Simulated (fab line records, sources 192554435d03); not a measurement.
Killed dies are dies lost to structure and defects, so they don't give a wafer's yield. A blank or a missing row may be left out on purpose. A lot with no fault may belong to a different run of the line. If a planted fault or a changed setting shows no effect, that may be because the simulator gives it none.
Split-lot trial ; flow n5Finfet ; route with 1938 steps; 7 lots, 21 wafers read

== THE SPLIT ==
At N5_FIN_SAQP_PECVD_06 (deposits a-Si from SiH4/He, target thk 60 nm, time 48.1 s), the setting timeS was moved away from the recipe's 48.1 s on 5 of the 21 wafers read, by -14.1% to +10.3%. The other wafers ran this setting at the recipe's value.

== FROM THE SPLIT TO THE READING: what the file shows between them, 11 steps ==
- N5_FIN_SAQP_THK_MEAS_07
- N5_FIN_SAQP_EXPOSE_13: exposes mask FIN CORE, target cd 35.6 nm (also split here: doseMj)
- N5_FIN_SAQP_PEB_14: peb time 60 s
- N5_FIN_SAQP_DEVELOP_15: develop time 30 s
- N5_FIN_SAQP_HM_OPEN_73: chemistry CHF3/O2, target SiO2, stops on a-Si, target depth 12 nm, time 16.8 s
- N5_FIN_SAQP_STRIP_74: strips in CHF3/O2
- N5_FIN_SAQP_MANDREL_ETCH_22: etches a-Si in HBr/Cl2, stops on SiNx, target depth 60 nm, bt time 10 s, time 30 s
- N5_FIN_SAQP_STRIP_55: strips in N2/H2
- N5_FIN_SAQP_STRIP_23: strips in SPM, time 750 s
- N5_FIN_SAQP_SRD_66: time 30 s
- N5_FIN_SAQP_RECESS_75: chemistry HF/NH3, target SiO2, target depth 14.4 nm, afs cycles 3, sublimation time 60 s

== THE READING ==
a-Si_of_FIN_SAQP_PECVD_06.thkNm (the simulator's own value, which no gauge read), in nm, at N5_FIN_SAQP_SPACER1_ALD_24 (deposits SiO2, target thk 20.3 nm, pulse time 1 s, purge time 2 s). The file gives no usual value for it. Average 60.2 nm, standard deviation 0.91 nm, over the 16 wafers here run with the recipe.

wafer;tool, chamber at the split;timeS as run, s;against the recipe;a-Si_of_FIN_SAQP_PECVD_06.thkNm, nm;against lot-mates on the recipe
L074.2;pecvd-01, 0;48.1;recipe;59.8;-
L074.4;pecvd-01, 0;48.1;recipe;61;-
L074.6;pecvd-01, 0;48.1;recipe;61;-
L075.1;pecvd-02, 0;48.1;recipe;59.8;-
L075.4;pecvd-02, 1;48.1;recipe;61.8;-
L075.5;pecvd-02, 0;48.1;recipe;60.4;-
L078.1;pecvd-03, 1;48.1;recipe;59.4;-
L078.3;pecvd-03, 2;48.1;recipe;59.8;-
L078.6;pecvd-03, 0;53.06;+10.3%;66.8;+7.2
L089.1;pecvd-03, 1;48.1;recipe;59.4;-
L089.3;pecvd-03, 2;48.1;recipe;60;-
L089.4;pecvd-03, 1;48.1;recipe;60.4;-
L090.4;pecvd-03, 0;43.62;-9.3%;54.8;-6.5
L090.5;pecvd-03, 1;48.1;recipe;60.6;-
L090.6;pecvd-03, 2;48.1;recipe;62;-
L091.2;pecvd-01, 2;48.1;recipe;58.6;-
L091.3;pecvd-01, 1;48.1;recipe;59;-
L091.4;pecvd-01, 1;50.06;+4.1%;62.6;+3.8
L096.1;pecvd-02, 2;41.31;-14.1%;49.6;-10.4
L096.3;pecvd-02, 1;48.1;recipe;60;-
L096.5;pecvd-02, 1;41.31;-14.1%;52.4;-7.6

FIT RESULTS
A straight line over all 21 wafers: a-Si_of_FIN_SAQP_PECVD_06.thkNm changes by +0.637 nm for each +1% of timeS; r = +0.96; the points scatter about the line by 0.96 nm.
The same after taking each lot's own level away (the mean of its wafers on the recipe; 21 wafers): +0.668 nm for each +1%; r = +0.98; scatter 0.73 nm.
That fit puts the effect of the largest move of timeS on the reading at 9.4 nm.
Across the lots, their own levels run from 58.80 to 61.30 nm, a range of 2.8 times the standard deviation given above.
Hence the lot-to-lot level has little effect on the slope; both slopes agree.
Check: with one of the wafers moved furthest among these (-14.1%) left out of the fit, the line predicts -8.8 nm for it against its lot-mates. Against them it came out at -10.4 nm.

== ADDITIONAL SPLITS CARRIED BY THESE WAFERS ==
Note: prior to the reading, these wafers also went through further splits. Each is held against what the fit with the lots' levels taken away leaves over:
other split on the same wafers;wafers away from the commonest value;r with a-Si_of_FIN_SAQP_PECVD_06.thkNm (lot level and that fit taken away)
N5_ZERO_LAYER_COAT_05 spinRpm;10;+0.01
N5_ZERO_LAYER_DEVELOP_10 developTimeS;6;+0.06
N5_PMOS_HMC_CHANNEL_EPI_PEB_07 pebTempC;9;+0.05
N5_PMOS_HMC_CHANNEL_EPI_ETCH_32 biasW;5;-0.18
N5_FIN_SAQP_EXPOSE_13 doseMj;7;-0.01

== THE WHOLE CHAIN: every reading that the file lists as answering this split, in the file's order ==
step;what it does;reading;change (the file's fit);r (the file's)
N5_FIN_SAQP_PECVD_06;deposits a-Si from SiH4/He, target thk 60 nm, time 48.1 s;a-Si_of_FIN_SAQP_PECVD_06.thkNm (the simulator's own value, which no gauge read);+0.672 nm for each +1% of the setting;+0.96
N5_FIN_SAQP_THK_MEAS_07;;thkNm;withheld for each +1% of the setting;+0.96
N5_FIN_SAQP_MANDREL_ETCH_22;etches a-Si in HBr/Cl2, stops on SiNx, target depth 60 nm, bt time 10 s, time 30 s;etch.depthNm (the simulator's own value, which no gauge read);+0.674 nm for each +1% of the setting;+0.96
N5_FIN_SAQP_SPACER1_ALD_24;deposits SiO2, target thk 20.3 nm, pulse time 1 s, purge time 2 s;a-Si_of_FIN_SAQP_PECVD_06.thkNm (the simulator's own value, which no gauge read);+0.678 nm for each +1% of the setting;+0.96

== THE FILE'S OWN FIT ==
a-Si_of_FIN_SAQP_PECVD_06.thkNm changes by +0.678 nm for each +1% of timeS, r = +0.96.
